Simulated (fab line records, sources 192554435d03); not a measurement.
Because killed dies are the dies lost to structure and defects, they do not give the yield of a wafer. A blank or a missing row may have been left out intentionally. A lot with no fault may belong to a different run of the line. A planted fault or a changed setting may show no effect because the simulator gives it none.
Matching of chambers | flow n5Finfet | N5_FIN_SAQP_ALD_61 on aldSin-03: 4 sister chambers
The step deposits SiO2, target thk 4 nm, pulse time 1 s, purge time 2 s. 4 wafers are shown with their chamber, then 7 later ones without.

## WAFERS PAIRED WITH THEIR CHAMBERS
wafer  | chamber | heaterPowerW (W)
L084.1 | 3       | 497
L086.5 | 2       | 498
L089.1 | 1       | 447
L089.2 | 0       | 437

## WAFERS WITH NO CHAMBER GIVEN
wafer  | heaterPowerW (W)
L089.5 | 478
L094.1 | 427
L094.3 | 498
L094.4 | 487
L096.1 | 484
L096.5 | 438
L096.6 | 461

## THE CHAMBER EACH PASSED THROUGH
wafer  | from the rows above               | in truth
L089.5 | can't be placed: 3 or 2 or 1 or 0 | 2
L094.1 | can't be placed: 0 or 1           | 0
L094.3 | can't be placed: 2 or 3           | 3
L094.4 | can't be placed: 3 or 2           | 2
L096.1 | can't be placed: 3 or 2           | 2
L096.5 | can't be placed: 0 or 1           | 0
L096.6 | can't be placed: 1 or 0 or 3 or 2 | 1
Correct placement for 0 of the 7. Can't be placed from these rows: 7 (the true chamber is among the candidates in 7). Number placed wrongly: 0.
How it was worked out, from the rows above alone: a wafer's distance from a chamber is the root of the sum, over the readings, of the square of ((its reading less the chamber's mean) divided by the reading's scatter). The wafer belongs to the nearest chamber; if the next one is less than 2 further off, it can't be placed. The mean given for a chamber averages the wafers shown for that chamber. The scatter: with one shown wafer a chamber, the root of the mean of the squares of how far each hidden wafer lies from its nearest shown one.
